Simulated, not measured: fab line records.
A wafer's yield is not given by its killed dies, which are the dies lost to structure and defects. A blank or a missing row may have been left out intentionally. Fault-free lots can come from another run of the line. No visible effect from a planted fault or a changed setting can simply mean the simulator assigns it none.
Split-lot study :: flow n5Finfet :: 21 wafers read across 7 lots, on a route 1938 steps long

== SPLIT DETAILS ==
At N5_SD_EPI_N_COAT_03 (resist thk 150 nm), the setting spinRpm was moved away from the recipe's 1500 rpm on 5 of the 21 wafers read, by -5.5% to +10.7%. This setting was run at the recipe's value on the other wafers.

== FROM THE SPLIT TO THE READING: what the file shows between them, 5 steps ==
- N5_SD_EPI_N_EXPOSE_06: exposes mask SD N BLK, target cd 120 nm (also split here: doseMj)
- N5_SD_EPI_N_PEB_07: peb time 60 s
- N5_SD_EPI_N_DEVELOP_08: develop time 30 s
- N5_SD_EPI_N_CD_MEAS_09: target cd 120 nm
- N5_SD_EPI_N_DESCUM_14: chemistry O2, time 7.9 s

== THE READING ==
CAR-ArF-block_of_SD_EPI_N_COAT_03.thkNm (the simulator's own value, which no gauge read), in nm, at N5_SD_EPI_N_ETCH_34 (etches SiARC in CF4, target depth 45.5 nm, time 75.8 s). The file gives no usual value for it. Across the 16 wafers here that went through the recipe, the average is 111.4 nm and the standard deviation 0.33 nm.

wafer: L075.1
tool, chamber at the split: lithoTrack-04, 0
spinRpm as run, rpm: 1500
against the recipe: recipe
CAR-ArF-block_of_SD_EPI_N_COAT_03.thkNm, nm: 112
against lot-mates on the recipe: -

wafer: L075.2
tool, chamber at the split: lithoTrack-04, 0
spinRpm as run, rpm: 1500
against the recipe: recipe
CAR-ArF-block_of_SD_EPI_N_COAT_03.thkNm, nm: 111.8
against lot-mates on the recipe: -

wafer: L075.6
tool, chamber at the split: lithoTrack-04, 0
spinRpm as run, rpm: 1500
against the recipe: recipe
CAR-ArF-block_of_SD_EPI_N_COAT_03.thkNm, nm: 111.8
against lot-mates on the recipe: -

wafer: L076.1
tool, chamber at the split: lithoTrack-02, 0
spinRpm as run, rpm: 1613
against the recipe: +7.5%
CAR-ArF-block_of_SD_EPI_N_COAT_03.thkNm, nm: 105.4
against lot-mates on the recipe: -5.2

wafer: L076.3
tool, chamber at the split: lithoTrack-02, 0
spinRpm as run, rpm: 1500
against the recipe: recipe
CAR-ArF-block_of_SD_EPI_N_COAT_03.thkNm, nm: 110.6
against lot-mates on the recipe: -

wafer: L076.5
tool, chamber at the split: lithoTrack-02, 0
spinRpm as run, rpm: 1613
against the recipe: +7.5%
CAR-ArF-block_of_SD_EPI_N_COAT_03.thkNm, nm: 105.4
against lot-mates on the recipe: -5.2

wafer: L080.2
tool, chamber at the split: lithoTrack-03, 0
spinRpm as run, rpm: 1500
against the recipe: recipe
CAR-ArF-block_of_SD_EPI_N_COAT_03.thkNm, nm: 111.4
against lot-mates on the recipe: -

wafer: L080.3
tool, chamber at the split: lithoTrack-03, 0
spinRpm as run, rpm: 1500
against the recipe: recipe
CAR-ArF-block_of_SD_EPI_N_COAT_03.thkNm, nm: 111
against lot-mates on the recipe: -

wafer: L080.4
tool, chamber at the split: lithoTrack-03, 0
spinRpm as run, rpm: 1500
against the recipe: recipe
CAR-ArF-block_of_SD_EPI_N_COAT_03.thkNm, nm: 111.4
against lot-mates on the recipe: -

wafer: L083.3
tool, chamber at the split: lithoTrack-02, 0
spinRpm as run, rpm: 1500
against the recipe: recipe
CAR-ArF-block_of_SD_EPI_N_COAT_03.thkNm, nm: 111.4
against lot-mates on the recipe: -

wafer: L083.4
tool, chamber at the split: lithoTrack-02, 0
spinRpm as run, rpm: 1500
against the recipe: recipe
CAR-ArF-block_of_SD_EPI_N_COAT_03.thkNm, nm: 111.4
against lot-mates on the recipe: -

wafer: L083.5
tool, chamber at the split: lithoTrack-02, 0
spinRpm as run, rpm: 1418
against the recipe: -5.5%
CAR-ArF-block_of_SD_EPI_N_COAT_03.thkNm, nm: 116
against lot-mates on the recipe: +4.6

wafer: L084.1
tool, chamber at the split: lithoTrack-02, 0
spinRpm as run, rpm: 1661
against the recipe: +10.7%
CAR-ArF-block_of_SD_EPI_N_COAT_03.thkNm, nm: 103.8
against lot-mates on the recipe: -7.2

wafer: L084.2
tool, chamber at the split: lithoTrack-02, 0
spinRpm as run, rpm: 1500
against the recipe: recipe
CAR-ArF-block_of_SD_EPI_N_COAT_03.thkNm, nm: 111
against lot-mates on the recipe: -

wafer: L084.5
tool, chamber at the split: lithoTrack-02, 0
spinRpm as run, rpm: 1661
against the recipe: +10.7%
CAR-ArF-block_of_SD_EPI_N_COAT_03.thkNm, nm: 103.6
against lot-mates on the recipe: -7.4

wafer: L092.3
tool, chamber at the split: lithoTrack-04, 0
spinRpm as run, rpm: 1500
against the recipe: recipe
CAR-ArF-block_of_SD_EPI_N_COAT_03.thkNm, nm: 111.4
against lot-mates on the recipe: -

wafer: L092.4
tool, chamber at the split: lithoTrack-04, 0
spinRpm as run, rpm: 1500
against the recipe: recipe
CAR-ArF-block_of_SD_EPI_N_COAT_03.thkNm, nm: 111.6
against lot-mates on the recipe: -

wafer: L092.5
tool, chamber at the split: lithoTrack-04, 0
spinRpm as run, rpm: 1500
against the recipe: recipe
CAR-ArF-block_of_SD_EPI_N_COAT_03.thkNm, nm: 111.4
against lot-mates on the recipe: -

wafer: L094.1
tool, chamber at the split: lithoTrack-02, 0
spinRpm as run, rpm: 1500
against the recipe: recipe
CAR-ArF-block_of_SD_EPI_N_COAT_03.thkNm, nm: 111.4
against lot-mates on the recipe: -

wafer: L094.4
tool, chamber at the split: lithoTrack-02, 0
spinRpm as run, rpm: 1500
against the recipe: recipe
CAR-ArF-block_of_SD_EPI_N_COAT_03.thkNm, nm: 111.4
against lot-mates on the recipe: -

wafer: L094.5
tool, chamber at the split: lithoTrack-02, 0
spinRpm as run, rpm: 1500
against the recipe: recipe
CAR-ArF-block_of_SD_EPI_N_COAT_03.thkNm, nm: 111.6
against lot-mates on the recipe: -

FIT RESULTS
A straight line over all 21 wafers: CAR-ArF-block_of_SD_EPI_N_COAT_03.thkNm changes by -0.755 nm for each +1% of spinRpm; r = -0.99; the points scatter about the line by 0.36 nm.
The same after taking each lot's own level away (the mean of its wafers on the recipe; 21 wafers): -0.702 nm for each +1%; r = -1.00; scatter 0.21 nm.
On that fit, the largest move of spinRpm shifts the reading by 7.5 nm.
The lots' own levels span 110.60 to 111.87 nm, that is 3.9 times the standard deviation above.
Hence the lot-to-lot level has little effect on the slope; both slopes agree.
Check: for one of the wafers moved furthest among these (+10.7%), held out of the fit, the line's prediction against its lot-mates is -7.58 nm. Against them it came out at -7.2 nm.

== THESE WAFERS: OTHER SPLITS ==
Note: prior to the reading, these wafers also went through further splits. Each is held against what the fit with the lots' levels taken away leaves over:
other split on the same wafers: N5_FIN_CUT_EXPOSE_05 doseMj
wafers away from the commonest value: 10
r with CAR-ArF-block_of_SD_EPI_N_COAT_03.thkNm (lot level and that fit taken away): -0.22

other split on the same wafers: N5_DUMMY_GATE_COAT_09 spinRpm
wafers away from the commonest value: 5
r with CAR-ArF-block_of_SD_EPI_N_COAT_03.thkNm (lot level and that fit taken away): -0.08

other split on the same wafers: N5_SD_EPI_N_EXPOSE_06 doseMj
wafers away from the commonest value: 8
r with CAR-ArF-block_of_SD_EPI_N_COAT_03.thkNm (lot level and that fit taken away): +0.50

== THE WHOLE CHAIN: every reading that the file lists as answering this split, in the file's order ==
step: N5_SD_EPI_N_COAT_03
what it does: resist thk 150 nm
reading: CAR-ArF-block_of_SD_EPI_N_COAT_03.thkNm (the simulator's own value, which no gauge read)
change (the file's fit): -0.699 nm for each +1% of the setting
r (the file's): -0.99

step: N5_SD_EPI_N_DESCUM_14
what it does: chemistry O2, time 7.9 s
reading: CAR-ArF-block_of_SD_EPI_N_COAT_03.thkNm (the simulator's own value, which no gauge read)
change (the file's fit): -0.692 nm for each +1% of the setting
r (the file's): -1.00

step: N5_SD_EPI_N_ETCH_34
what it does: etches SiARC in CF4, target depth 45.5 nm, time 75.8 s
reading: CAR-ArF-block_of_SD_EPI_N_COAT_03.thkNm (the simulator's own value, which no gauge read)
change (the file's fit): -0.707 nm for each +1% of the setting
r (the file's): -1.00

== FILE'S OWN FIT ==
CAR-ArF-block_of_SD_EPI_N_COAT_03.thkNm changes by -0.707 nm for each +1% of spinRpm, r = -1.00.
